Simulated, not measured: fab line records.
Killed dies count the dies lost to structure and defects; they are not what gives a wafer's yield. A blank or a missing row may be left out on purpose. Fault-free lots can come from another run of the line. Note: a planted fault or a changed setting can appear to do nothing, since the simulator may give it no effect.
fab line records	flow n5-finfet
record: lots: 6	wafers: 18	last-day: 17
route steps=1938 shown PASSIVATION@1921 END@1938
lots untouched by any fault: they come from a run of this same line in which no faults occurred
start-h: hours from the record's opening day to when the first of the lot's shown wafers began	wait-h: time in hours since the lot's previous step	" unchanged from the row above	L1.1+2: a row that stands for several wafers	- no value, or no start given	* or withheld: withheld	< > ~ a bound
route shown NAME@n: names a module that has steps shown in the file, with the first one's number in the route	usual: average and standard deviation across the fault-free wafers	same: alike in all rows	chamber/n: place in a boat	sites: the reading at each site	_std_site: the standard deviation of these	_edge_site: outer sites' mean less inner sites'	radius-mm: how far each site lies from the wafer's centre	mask NAME#n: copy n	behind: tool/chamber where the wafer was last shaped	hold: the reason the lot was held/the length of the hold in hours/how it ended	device: the transistor (n, p or np) that didn't switch	end of line: tests of these same wafers at the route's end	where a step has no rows: the recipe by itself	killed: count of dies lost to structure and defects at first sort (not the wafer's yield)	map: per-die view of a wafer (x killed, . not killed, _ where there is no die)
set.NAME: the run value of the setting; set.NAME@STEP: its run value at that earlier step	model.NAME: the simulator's own value behind a step, which no gauge read
lots seen at some steps along the route; tables by step, rows by wafer
services: a tool's chamber out of use, with start hour (start-h, from the record's first day; less than 0 if before it), hours out, and reason
== steps ==
step: N5_PASSIVATION_EXPOSE_41
recipe: mask-id: PASS_OPEN	na: 0.55	defocus-nm: 0	source-shape: conventional	sigma-outer: 0.8	polarization: unpolarized	target-cd-nm: 40000	dose-mj: 57.25
step: N5_PASSIVATION_PEB_42
recipe: peb-temp-c: withheld	peb-time-s: *
step: N5_PASSIVATION_DEVELOP_43
recipe: develop-time-s: 60	rinse-liquid: diw	dry: air-spin	dev-temp-c: 21
step: N5_PASSIVATION_HARDBAKE_45
recipe: temp-c: 130	time-s: 120
step: N5_PASSIVATION_CD_MEAS_44
recipe: target-cd-nm: 40000	landing-energy-ev: 500	detector: se-inlens
usual: cd-nm: 40001/5.7
lot.wafer	tool	chamber	start-h	wait-h	cd-nm
L893.2	cd-sem-02	0	288.04	-	40004
L893.4	"	0	"	"	40001
L893.6	"	0	"	"	39999
L892.2	cd-sem-01	0	292.45	-	39997
L892.3	"	0	"	"	39995
L892.6	"	0	"	"	39995
L894.1	cd-sem-01	0	310.00	-	40002
L894.3	"	0	"	"	39992
L894.5	"	0	"	"	40000
L896.1	cd-sem-03	0	316.36	-	39997
L896.2	"	0	"	"	40004
L896.4	"	0	"	"	39998
L909.1	cd-sem-01	0	398.35	-	39999
L909.2	"	0	"	"	39999
L909.4	"	0	"	"	39994
L910.3	cd-sem-01	0	401.61	-	40010
L910.4	"	0	"	"	39998
L910.5	"	0	"	"	40013
step: N5_PASSIVATION_OVL_MEAS_66
recipe: points-per-wafer: 44
usual: PASS_OPEN_OVL: 5/4.5
lot.wafer	tool	chamber	start-h	wait-h	PASS_OPEN_OVL[nm]
L893.2	overlay-02	0	288.07	0.0	11
L893.4	"	0	"	"	11
L893.6	"	0	"	"	11
L892.2	overlay-02	0	292.48	0.0	5
L892.3	"	0	"	"	4
L892.6	"	0	"	"	2
L894.1	overlay-01	0	310.03	0.0	1
L894.3	"	0	"	"	8
L894.5	"	0	"	"	8
L896.1	overlay-02	0	316.39	0.0	7
L896.2	"	0	"	"	14
L896.4	"	0	"	"	5
L909.1	overlay-02	0	398.39	0.0	1
L909.2	"	0	"	"	3
L909.4	"	0	"	"	0
L910.3	overlay-01	0	401.64	0.0	12
L910.4	"	0	"	"	1
L910.5	"	0	"	"	2
step: N5_PASSIVATION_INSPECT_67
recipe: mode: adi	inspect-instrument: macro
usual: raw-defect-count: 2.0/1.4
lot.wafer	tool	chamber	start-h	wait-h	raw-defect-count
L893.2	defect-inspect-01	-	288.09	0.0	2
L893.4	"	-	"	"	1
L893.6	"	-	"	"	4
L892.2	defect-inspect-02	-	292.50	0.0	2
L892.3	"	-	"	"	3
L892.6	"	-	"	"	0
L894.1	defect-inspect-02	-	310.05	0.0	0
L894.3	"	-	"	"	1
L894.5	"	-	"	"	1
L896.1	defect-inspect-01	-	316.41	0.0	1
L896.2	"	-	"	"	1
L896.4	"	-	"	"	3
L909.1	defect-inspect-01	-	398.41	0.0	2
L909.2	"	-	"	"	1
L909.4	"	-	"	"	3
L910.3	defect-inspect-01	-	401.66	0.0	2
L910.4	"	-	"	"	1
L910.5	"	-	"	"	5
step: N5_PASSIVATION_DESCUM_46
recipe: chemistry: O2	time-s: 7.9	source-power-w: 50	bias-power-w: 20	pressure-mtorr: 20	rf-frequency-hz: 2.712e+07	temp-c: 40	o2-flow-sccm: 225
usual: drypump-motor-current-A: 5.4/0.59	oes-product-au: 0.83/0.092	rf-fwd-power-W: 49.48/0.2	rf-vpp-V: 242.9/1.4	showerhead-plenum-p-Torr: 2.08/0.084	throttle-valve-pct: 20.29/0.21
lot.wafer	tool	chamber	start-h	wait-h	drypump-motor-current-A	oes-product-au	rf-fwd-power-W	rf-hours-counter-h	rf-vpp-V	showerhead-plenum-p-Torr	throttle-valve-pct
L893.2	rie-diel-04	0	288.27	0.2	5.5	0.90	49.57	28	241.6	2.02	20.33
L893.4	"	2	"	"	5.3	0.67	49.47	236	241.4	2.01	20.54
L893.6	"	1	"	"	5.4	0.88	49.67	-	245.1	2.24	20.33
L892.2	rie-diel-01	3	293.01	0.5	4.9	0.91	49.40	31	242.6	2.06	20.14
L892.3	"	2	"	"	6.3	0.92	49.41	24	244.7	2.03	20.14
L892.6	"	1	"	"	4.7	0.70	49.32	-	244.6	2.14	20.61
L894.1	rie-diel-01	3	310.09	0.0	4.9	0.89	49.23	37	242.3	2.06	20.17
L894.3	"	2	"	"	6.3	0.90	49.00	30	243.2	2.03	20.14
L894.5	"	2	"	"	6.3	0.89	49.30	-	242.2	2.03	20.14
L896.1	rie-diel-01	0	316.52	0.1	4.9	0.84	49.15	62	242.9	2.03	20.31
L896.2	"	1	"	"	4.7	0.68	49.34	250	243.7	2.14	20.62
L896.4	"	2	"	"	6.3	0.90	49.44	33	241.1	2.03	20.16
L909.1	rie-diel-04	3	398.44	0.0	4.9	0.90	49.36	28	244.0	2.12	20.28
L909.2	"	1	"	"	5.3	0.82	49.49	85	242.8	2.22	20.41
L909.4	"	2	"	"	5.3	0.89	49.28	17	246.5	2.27	20.05
L910.3	rie-diel-05	0	402.31	0.6	5.9	0.80	49.39	94	241.3	2.01	20.02
L910.4	"	3	"	"	4.9	0.96	49.69	7	243.6	2.25	20.30
L910.5	"	3	"	"	4.8	0.96	49.80	-	245.1	2.25	20.28
step: N5_PASSIVATION_PASS_ETCH_47
recipe: chemistry: CF4/O2	target: SiNx	target-depth-a: 7700	time-s: 385	ion-energy-ev: 100	pressure-mtorr: 40	source-w: 535	bias-w: 49	Ar_flow_sccm: 100	cf4-flow-sccm: 100	O2_flow_sccm: 10
usual: drypump-motor-current-A: 5.4/0.59	oes-product-au: 0.83/0.085	rf-fwd-power-W: 534.0/1.6	rf-vpp-V: 242/7.3	showerhead-plenum-p-Torr: 2.19/0.076	throttle-valve-pct: 15.71/0.24
lot.wafer	tool	chamber	start-h	wait-h	drypump-motor-current-A	oes-product-au	rf-fwd-power-W	rf-hours-counter-h	rf-vpp-V	showerhead-plenum-p-Torr	throttle-valve-pct
L893.2	rie-diel-04	0	288.30	0.0	5.5	0.92	531.6	28	244	2.16	15.92
L893.4	"	2	"	"	5.3	0.69	532.1	236	233	2.10	15.78
L893.6	"	1	"	"	5.4	0.86	533.8	-	251	2.31	15.55
L892.2	rie-diel-01	3	293.04	0.0	4.9	0.89	536.2	31	244	2.15	15.40
L892.3	"	2	"	"	6.3	0.89	533.7	24	234	2.14	15.61
L892.6	"	1	"	"	4.7	0.70	534.9	-	233	2.26	16.08
L894.1	rie-diel-01	3	310.12	0.0	4.9	0.88	532.7	37	243	2.14	15.39
L894.3	"	2	"	"	6.3	0.88	536.0	30	234	2.14	15.62
L894.5	"	2	"	"	6.3	0.87	533.3	-	235	2.14	15.58
L896.1	rie-diel-01	0	316.56	0.0	4.9	0.85	536.1	62	252	2.17	15.83
L896.2	"	1	"	"	4.7	0.69	531.5	250	232	2.25	16.09
L896.4	"	2	"	"	6.3	0.87	534.2	33	235	2.14	15.61
L909.1	rie-diel-04	3	398.48	0.0	4.9	0.89	532.1	28	254	2.27	15.88
L909.2	"	1	"	"	5.3	0.81	533.1	85	250	2.30	15.63
L909.4	"	2	"	"	5.3	0.91	531.4	17	236	2.35	15.30
L910.3	rie-diel-05	0	402.34	0.0	5.9	0.80	533.6	94	244	2.12	15.54
L910.4	"	3	"	"	4.9	0.95	535.9	8	234	2.33	15.58
L910.5	"	3	"	"	4.9	0.95	533.3	-	233	2.33	15.56
step: N5_PASSIVATION_ETCH_54
recipe: chemistry: CHF3/O2	target: SiO2	target-depth-a: 8800	CHF3_flow_sccm: 50	O2_flow_sccm: 5	Ar_flow_sccm: 200	time-s: 440	mask-material: PR	pressure-mtorr: 30	source-w: 650	bias-w: 170	ion-energy-ev: 200
usual: drypump-motor-current-A: 5.4/0.58	oes-product-au: 0.83/0.086	rf-fwd-power-W: 649.0/1.9	rf-vpp-V: 526/15	showerhead-plenum-p-Torr: 2.39/0.085	throttle-valve-pct: 18.65/0.26
lot.wafer	tool	chamber	start-h	wait-h	drypump-motor-current-A	oes-product-au	rf-fwd-power-W	rf-hours-counter-h	rf-vpp-V	showerhead-plenum-p-Torr	throttle-valve-pct
L893.2	rie-diel-04	0	288.53	0.1	5.5	0.92	647.9	29	532	2.36	18.88
L893.4	"	2	"	"	5.3	0.68	645.1	237	507	2.28	18.62
L893.6	"	1	"	"	5.3	0.87	647.1	-	542	2.53	18.46
L892.2	rie-diel-01	3	293.27	0.1	4.8	0.89	648.5	31	528	2.33	18.27
L892.3	"	2	"	"	6.3	0.89	646.3	24	510	2.35	18.58
L892.6	"	1	"	"	4.7	0.70	649.9	-	507	2.48	19.05
L894.1	rie-diel-01	3	310.35	0.1	4.8	0.89	649.3	37	527	2.33	18.27
L894.3	"	2	"	"	6.3	0.88	650.9	31	510	2.35	18.60
L894.5	"	2	"	"	6.3	0.88	649.7	-	510	2.35	18.61
L896.1	rie-diel-01	0	316.78	0.1	4.9	0.84	649.7	62	549	2.36	18.74
L896.2	"	1	"	"	4.7	0.69	648.9	250	507	2.48	19.08
L896.4	"	2	"	"	6.3	0.87	650.7	33	511	2.34	18.61
L909.1	rie-diel-04	3	398.71	0.1	4.8	0.89	647.2	28	556	2.47	18.82
L909.2	"	1	"	"	5.4	0.81	650.5	85	541	2.51	18.53
L909.4	"	2	"	"	5.3	0.91	651.0	17	516	2.56	18.17
L910.3	rie-diel-05	0	402.57	0.1	5.9	0.81	651.6	94	527	2.32	18.45
L910.4	"	3	"	"	4.9	0.95	647.9	8	509	2.57	18.61
L910.5	"	3	"	"	4.9	0.95	648.8	-	509	2.57	18.64
step: N5_PASSIVATION_STRIP_48
recipe: chemistry: O2	power-w: 600	temp-c: 60	pressure-mtorr: 30	rf-frequency-hz: 6e+07	bias-power-w: 0	overash-fraction: 0.5	o2-flow-sccm: 225
usual: drypump-motor-current-A: 5.4/0.58	oes-product-au: 0.83/0.095	rf-vpp-V: 3.6/2.4	showerhead-plenum-p-Torr: 2.08/0.084	throttle-valve-pct: 16.53/0.21
lot.wafer	tool	chamber	start-h	wait-h	drypump-motor-current-A	oes-product-au	rf-hours-counter-h	rf-vpp-V	showerhead-plenum-p-Torr	throttle-valve-pct
L893.2	rie-diel-04	0	288.82	0.1	5.4	0.90	29	1.7	2.02	16.55
L893.4	"	2	"	"	5.3	0.67	237	1.4	2.02	16.76
L893.6	"	1	"	"	5.3	0.86	-	4.4	2.24	16.59
L892.2	rie-diel-01	3	293.56	0.1	4.9	0.95	31	2.2	2.06	16.38
L892.3	"	2	"	"	6.3	0.94	25	1.6	2.03	16.45
L892.6	"	1	"	"	4.7	0.69	-	3.5	2.14	16.87
L894.1	rie-diel-01	3	310.64	0.1	4.8	0.93	37	5.3	2.06	16.37
L894.3	"	2	"	"	6.3	0.91	31	9.6	2.03	16.40
L894.5	"	2	"	"	6.3	0.94	-	0.4	2.03	16.37
L896.1	rie-diel-01	0	317.07	0.1	4.9	0.86	62	3.2	2.04	16.52
L896.2	"	1	"	"	4.7	0.70	250	5.9	2.14	16.83
L896.4	"	2	"	"	6.3	0.88	34	1.1	2.03	16.47
L909.1	rie-diel-04	3	399.00	0.1	4.8	0.90	28	3.0	2.12	16.47
L909.2	"	1	"	"	5.3	0.82	85	2.0	2.22	16.57
L909.4	"	2	"	"	5.3	0.91	18	3.0	2.28	16.27
L910.3	rie-diel-05	0	402.86	0.1	5.9	0.76	94	4.7	2.01	16.29
L910.4	"	3	"	"	4.9	0.97	8	1.6	2.25	16.53
L910.5	"	3	"	"	4.8	0.98	-	2.3	2.25	16.49
step: N5_PASSIVATION_STRIP_52
recipe: chemistry: post-etch-residue-remover	time-s: 1200	temp-c: 72.5
step: N5_PASSIVATION_CLEAN_71
recipe: chemistry: IPA	time-s: 180	temp-c: 25
lot.wafer	tool	chamber	start-h	wait-h
L893.2+4+6	wet-bench-06	4,2,1	289.22	0.0
L892.2+3+6	wet-bench-05	1,4,5	293.96	0.0
L894.1+3+5	wet-bench-05	3,2,5	311.04	0.0
L896.1+2+4	wet-bench-05	3,1,2	317.47	0.0
L909.1+2+4	wet-bench-04	0,3,1	399.40	0.0
L910.3+4+5	wet-bench-05	7,4,0	403.26	0.0
step: N5_PASSIVATION_SRD_72
recipe: dry: ipa-marangoni	time-s: 30	temp-c: 23	rinse-liquid: diw
step: N5_PASSIVATION_ANNEAL_56
recipe: temp-c: 400	time-s: 1800	ambient: FGA	idle-temp-c: 300	ramp-up-c-per-min: 5	ramp-down-c-per-min: 3
step: N5_PASSIVATION_PROBE_49
usual: defect-limited-yield: 91.1/1.5	killed_at_M0_to_M3: 35/11	killed_at_M4_up: 13/5.7	killed-at-contacts: 12/5.7	killed-at-front-end: 40/11	killed-at-other: 4/4.4	killed-dies: 105/18	killed-on-rim: 14/3.9	killed-open: 68/14	killed-short: 34/7.4	sort_bin_4_leakage: 0.00/0.011	sort_bin_5_function: 5.2/1	sort_bin_6_memory: 3.3/0.67	sort_bin_8_speed: 0.04/0.29	sort-n-pass: 1074/18	sort-yield-pct: 91.0/1.5
same: gross-dies: 1180	killed-at-back-side: 0
lot.wafer	tool	chamber	start-h	wait-h	defect-limited-yield[%]	killed_at_M0_to_M3	killed_at_M4_up	killed-at-contacts	killed-at-front-end	killed-at-other	killed-dies	killed-on-rim	killed-open	killed-short	sort_bin_4_leakage[%]	sort_bin_5_function[%]	sort_bin_6_memory[%]	sort_bin_8_speed[%]	sort-n-pass	sort-yield-pct[%]
L893.2	prober-01	-	291.37	0.1	90.7	41	15	6	42	6	110	15	75	34	0	5.5	3.6	0	1070	90.7
L893.4	prober-01	-	291.47	0.2	91.7	34	12	16	30	6	98	15	69	26	0	4.7	3.5	0	1082	91.7
L893.6	prober-01	-	291.57	0.3	89.7	42	11	14	40	15	122	11	69	49	0	5.8	4.3	0	1058	89.7
L892.2	prober-02	-	296.10	0.1	88.9	36	21	9	63	2	131	21	87	44	0	6.2	4.4	0	1049	88.9
L892.3	prober-02	-	296.15	0.1	89.5	46	17	4	47	10	124	15	78	38	0	6.9	3.4	0	1056	89.5
L892.6	prober-02	-	296.30	0.3	88.5	57	13	11	54	1	136	17	85	50	0	6.4	4.7	0	1044	88.5
L894.1	prober-01	-	313.13	0.0	81.9	40	8	19	41	106	214	33	76	29	0.08	11.9	4.3	0	965	81.8
L894.3	prober-01	-	313.23	0.1	82.3	30	11	5	49	114	209	15	64	29	0	11.3	4.5	0.08	971	82.3
L894.5	prober-01	-	313.33	0.2	84.5	32	18	7	34	92	183	32	49	37	0	10.5	3.1	0	997	84.5
L896.1	prober-02	-	319.57	0.0	84.0	29	11	4	40	105	189	23	56	26	0	9.6	4.2	0	991	84.0
L896.2	prober-02	-	319.62	0.1	82.1	20	17	6	36	132	211	18	60	20	0	11.8	4.3	0	969	82.1
L896.4	prober-02	-	319.72	0.2	59.3	20	7	16	32	405	480	139	54	20	0	34.5	4.2	0	700	59.3
L909.1	prober-01	-	401.50	0.0	92.3	21	10	14	42	4	91	7	60	29	0	3.4	4.0	0	1089	92.3
L909.2	prober-01	-	401.55	0.1	92.9	39	12	7	22	4	84	9	52	30	0	4.3	2.5	0	1096	92.9
L909.4	prober-01	-	401.65	0.2	93.2	36	16	7	20	1	80	11	46	32	0	3.7	2.8	0	1100	93.2
killed by level:class
L893.2 BEOL_M1:geometric-particle:open=16 BEOL_M0_SAQP:geometric-particle:open=9 DUMMY_GATE:geometric-particle:open=8 FIN_SAQP:geometric-particle:short=7 BEOL_M0_SAQP:geometric-particle:short=6 BEOL_M4:geometric-particle:open=6 FIN_SAQP:geometric-particle:open=5 MOL_CONTACT_COAG:geometric-particle:open=5
L893.4 MOL_CONTACT_COAG:geometric-particle:open=12 BEOL_M1:geometric-particle:open=10 BEOL_M3:geometric-particle:open=7 BEOL_M4:geometric-particle:open=7 STI_FIN_REVEAL:geometric-particle:open=5 GATE_CUT:geometric-particle:open=5 BEOL_M0_SAQP:geometric-particle:short=5 MOL_CONTACT_COAG:geometric-particle:short=4
L893.6 BEOL_M3:geometric-particle:open=11 MOL_CONTACT_COAG:geometric-particle:open=10 BEOL_M0_SAQP:geometric-particle:short=9 STI_FIN_REVEAL:geometric-particle:open=8 BEOL_M1:geometric-particle:open=7 ILD0:geometric-particle:open=6 BEOL_M1:geometric-particle:short=6 GATE_CUT:geometric-particle:short=5
L892.2 STI_FIN_REVEAL:geometric-particle:open=19 FIN_SAQP:geometric-particle:short=14 BEOL_M0_SAQP:geometric-particle:open=11 BEOL_M3:geometric-particle:open=10 FIN_SAQP:geometric-particle:open=9 BEOL_M0_SAQP:geometric-particle:short=8 MOL_CONTACT_COAG:geometric-particle:open=7 GATE_CUT:geometric-particle:short=6
L892.3 BEOL_M0_SAQP:geometric-particle:open=19 STI_FIN_REVEAL:geometric-particle:open=17 BEOL_M0_SAQP:geometric-particle:short=12 BEOL_M3:geometric-particle:open=8 MIM_TOP_ETCH:area-etch=7 FIN_SAQP:geometric-particle:open=6 BEOL_M4:geometric-particle:open=6 GATE_CUT:geometric-particle:short=5
L892.6 BEOL_M0_SAQP:geometric-particle:open=20 STI_FIN_REVEAL:geometric-particle:open=14 GATE_CUT:geometric-particle:short=12 BEOL_M0_SAQP:geometric-particle:short=12 FIN_SAQP:geometric-particle:open=9 BEOL_M3:geometric-particle:open=9 MOL_CONTACT_COAG:geometric-particle:open=8 FIN_SAQP:geometric-particle:short=6
L894.1 PASSIVATION:unspecified=105 MOL_CONTACT_COAG:geometric-particle:open=16 BEOL_M3:geometric-particle:open=10 FIN_SAQP:geometric-particle:open=9 BEOL_M0_SAQP:geometric-particle:short=9 GATE_CUT:geometric-particle:open=6 STI_FIN_REVEAL:geometric-particle:open=5 BEOL_M0_SAQP:geometric-particle:open=5
L894.3 PASSIVATION:unspecified=112 FIN_SAQP:geometric-particle:open=14 FIN_SAQP:geometric-particle:short=10 BEOL_M3:geometric-particle:open=9 STI_FIN_REVEAL:geometric-particle:open=6 BEOL_M0_SAQP:geometric-particle:open=6 DUMMY_GATE:geometric-particle:open=5 MOL_CONTACT_COAG:geometric-particle:open=5
L894.5 PASSIVATION:unspecified=91 FIN_SAQP:geometric-particle:short=17 BEOL_M3:geometric-particle:open=9 FIN_SAQP:geometric-particle:open=8 BEOL_M0_SAQP:geometric-particle:short=7 MOL_CONTACT_COAG:geometric-particle:open=6 BEOL_M2:geometric-particle:open=5 BEOL_M4:geometric-particle:open=5
L896.1 PASSIVATION:unspecified=104 FIN_SAQP:geometric-particle:open=13 BEOL_M0_SAQP:geometric-particle:open=9 BEOL_M0_SAQP:geometric-particle:short=8 FIN_SAQP:geometric-particle:short=6 STI_FIN_REVEAL:geometric-particle:open=5 BEOL_M3:geometric-particle:open=5 BEOL_M5:geometric-particle:open=5
L896.2 PASSIVATION:unspecified=115 STI_FIN_REVEAL:geometric-particle:open=18 PASSIVATION:area-etch=16 BEOL_M4:geometric-particle:open=7 MOL_CONTACT_COAG:geometric-particle:open=5 BEOL_M2:geometric-particle:open=5 FIN_SAQP:geometric-particle:open=4 GATE_CUT:geometric-particle:open=4
L896.4 PASSIVATION:area-etch=280 PASSIVATION:unspecified=124 MOL_CONTACT_COAG:geometric-particle:open=14 FIN_SAQP:geometric-particle:open=9 BEOL_M0_SAQP:geometric-particle:open=7 STI_FIN_REVEAL:geometric-particle:open=6 STI_FIN_REVEAL:geometric-particle:short=3 GATE_CUT:geometric-particle:short=3
L909.1 DUMMY_GATE:geometric-particle:open=11 MOL_CONTACT_COAG:geometric-particle:open=11 FIN_SAQP:geometric-particle:short=5 GATE_CUT:geometric-particle:short=5 STI_FIN_REVEAL:geometric-particle:open=4 DUMMY_GATE:geometric-particle:short=4 GATE_CUT:geometric-particle:open=4 BEOL_M0_SAQP:geometric-particle:open=4
L909.2 STI_FIN_REVEAL:geometric-particle:open=9 BEOL_M0_SAQP:geometric-particle:short=6 BEOL_M1:geometric-particle:open=6 BEOL_M2:geometric-particle:open=6 BEOL_M3:geometric-particle:open=6 MOL_CONTACT_COAG:geometric-particle:open=4 BEOL_M0:geometric-particle:short=4 BEOL_M0:geometric-particle:open=3
L909.4 BEOL_M2:geometric-particle:open=14 GATE_CUT:geometric-particle:short=6 MOL_CONTACT_COAG:geometric-particle:open=6 BEOL_M0:geometric-particle:short=6 BEOL_M4:geometric-particle:short=5 STI_FIN_REVEAL:geometric-particle:open=4 BEOL_M0_SAQP:geometric-particle:short=3 BEOL_M0_SAQP:geometric-particle:open=3
map L894.1 (x killed, . not)
_________________............________________
______________..xxx.........x..._____________
___________..x....x.x.....x.......x__________
__________.......x.................._________
________...........................x.._______
_______xx...............x.......x.xx...______
______.xx..x......x.............x......._____
_____x.....x..x.x..........xx.....x......____
____.....x..........x.........x...x.......___
___...x..x.............x..........x........__
___.x..x............x........x.....x.......__
__.......x.............x........xx......x.xx_
__.............x...x........................_
_..xx.....x........................x.....x...
_.......x...............................x....
_..........x.xx.............x.........x......
_...............................x.....x.....x
_...x.x...x...........x........x.x...........
_....x..x.x...........x.x....................
_x......x...x.x..x....xxx.........x.......x..
_....x..................x....................
__......................................xx.._
__....x..........................x....x...x._
___...............x.x..x.......x.......x...__
___x...................x...........x.......__
____...........x...x.x..xxx.............x.___
_____.x........x..x..xxxx...........xx...____
______......x...xxxxxxxxx.x..x.........._____
_______....x....xxxxxxxxxxxx.x......x..______
________........xxxxxxxxxxxxxx........_______
__________.....xxxxxxxxxxxxxxx......_________
___________....xxxxxxxxxxxxxxx.....__________
______________xxxxxxxxxxxxx..x.._____________
_________________xxxxxxxxx..x________________
map L896.4 (x killed, . not)
_________________xxxxxxxxxxxx________________
______________xxxxxxx...x..xxxxx_____________
___________xxxxx.xx.........xxxxxxx__________
__________xxxx...........x.x.xxxxxxx_________
________xxx...............x.x..x.xxxxx_______
_______xxx..x....x.....x.........xx.x.x______
______xx...x.....................x.x.xxx_____
_____xx.x...........................x.x.x____
____x.................x...........x...xxxx___
___x............x.......................xxx__
___xx..........x.................x......xxx__
__..x.x..........................x........xx_
__...........x......x.x...........x.......xx_
_xx...........................x..x........xxx
_xx....x..............x...x..x.xxx.......xxxx
_xx......................x.xxxx.xxxx..x.xxxxx
_xx.............x........xxxxxxxxxxxxx.xxxxxx
_xxx........xx.x......x.xxxxxxxxxxxxxx...xxxx
_xx.x............x......xxxxxxxxxxxx.x..xxxxx
_xxx...........x...x...xxxxxxxxxxxxx.xxxxxxxx
_xxx....................xxxxxxxxxxxxx.xxxxxxx
__x...........x.x..x...x.xxxxxxxxxxx.xxxxxxx_
__x...................x.xxx.xxxxxxxxx..xxxxx_
___x............x.......x.x.xxxxx.x..xxxxxx__
___xx...........x.....xx..x...xxxxx..xx.xxx__
____xx...................x.x..x....x.xxxxx___
_____xx........x.........x..x..xx.x.xxxxx____
______...x....x......x......x.xx.xxxxxxx_____
_______xx...................xxx.xxxxxxx______
________xxxx.....x......x..xxxxxxxxxxx_______
__________x.xxxx.x..x.xx.xxx.xxxxxxx_________
___________xxx.x.xxx..xxxxxxxxxxxxx__________
______________xxxxxxxxxxxxxxxxxx_____________
_________________xx.xxxxxxxxx________________
step: N5_PASSIVATION_INSPECT_57
recipe: inspect-instrument: macro	mode: outgoing
usual: raw-defect-count: 1.9/1.5
lot.wafer	tool	chamber	start-h	wait-h	raw-defect-count
L893.2	defect-inspect-02	-	291.68	0.0	0
L893.4	"	-	"	"	5
L893.6	"	-	"	"	2
L892.2	defect-inspect-02	-	296.40	0.0	2
L892.3	"	-	"	"	3
L892.6	"	-	"	"	2
L894.1	defect-inspect-02	-	313.48	0.0	>300
L894.3	"	-	"	"	>300
L894.5	"	-	"	"	>300
L896.1	defect-inspect-02	-	319.92	0.0	>300
L896.2	"	-	"	"	>300
L896.4	"	-	"	"	>300
L909.1	defect-inspect-02	-	401.85	0.0	0
L909.2	"	-	"	"	1
L909.4	"	-	"	"	2
L910.3	defect-inspect-02	-	405.72	0.0	1
L910.4	"	-	"	"	2
L910.5	"	-	"	"	2
== services ==
tool	chamber	start-h	hours	kind
rie-diel-01	0	269.87	1.4	repair
rie-diel-05	-	282.41	10.9	repair
rie-diel-04	3	299.41	-	clean
rie-diel-04	3	299.41	-	consumable-replace:focus-ring
rie-diel-04	3	299.41	19.9	scheduled-down
rie-diel-04	3	299.41	19.9	vent-cycle
rie-diel-05	2	299.44	23.6	repair
rie-diel-01	1	317.11	-	clean
rie-diel-01	1	317.11	-	consumable-replace:focus-ring
rie-diel-01	1	317.11	17.8	scheduled-down
rie-diel-01	1	317.11	17.8	vent-cycle
rie-diel-05	1	319.97	6.9	repair
rie-diel-04	2	320.59	4.6	repair
rie-diel-04	2	325.46	-	clean
rie-diel-04	2	325.46	-	consumable-replace:focus-ring
rie-diel-04	2	325.46	-	consumable-replace:showerhead
rie-diel-04	2	325.46	17.0	scheduled-down
rie-diel-04	2	325.46	17.0	vent-cycle
rie-diel-01	1	350.04	2.2	repair
wet-bench-04	-	355.03	1.3	repair
rie-diel-05	3	359.09	-	clean
rie-diel-05	3	359.09	-	consumable-replace:focus-ring
rie-diel-05	3	359.09	-	consumable-replace:showerhead
rie-diel-01	3	370.96	4.0	repair
== key ==
first-sign: step: N5_PASSIVATION_PROBE_49	reading: killed-at-other	direction: up	sigmas: 35	usual: 4	struck: 159
effect: step: N5_PASSIVATION_PROBE_49	reading: defect-limited-yield	direction: down	sigmas: 8.1	usual: 91.1	struck: 79.0
effect: step: N5_PASSIVATION_INSPECT_57	reading: raw-defect-count	direction: up	sigmas: 99+	usual: 1.9	struck: >300
more-kills-born-at: N5_PASSIVATION_CLEAN_71@wet-bench-05: 651
met-at N5_PASSIVATION_CLEAN_71
struck-wafers L894.1,L894.3,L894.5,L896.1,L896.2,L896.4
baseline-loss: step: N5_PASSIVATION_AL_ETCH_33	wafers: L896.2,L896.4
onset-between 293.96 311.04
also-fits N5_PASSIVATION_DESCUM_46:rie-diel-01,N5_PASSIVATION_PASS_ETCH_47:rie-diel-01,N5_PASSIVATION_ETCH_54:rie-diel-01,N5_PASSIVATION_STRIP_48:rie-diel-01
fault: kind: chamber-particle-source	tool: wet-bench-05	chamber: -	onset-h: 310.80	steps: N5_PASSIVATION_CLEAN_71	rate-per-visit-cm2: 0.72531	end-h: 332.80
baseline-loss: these wafers lose ten dies or more at that step, a loss of the line's own and not of a fault; the sort's usual values leave them out
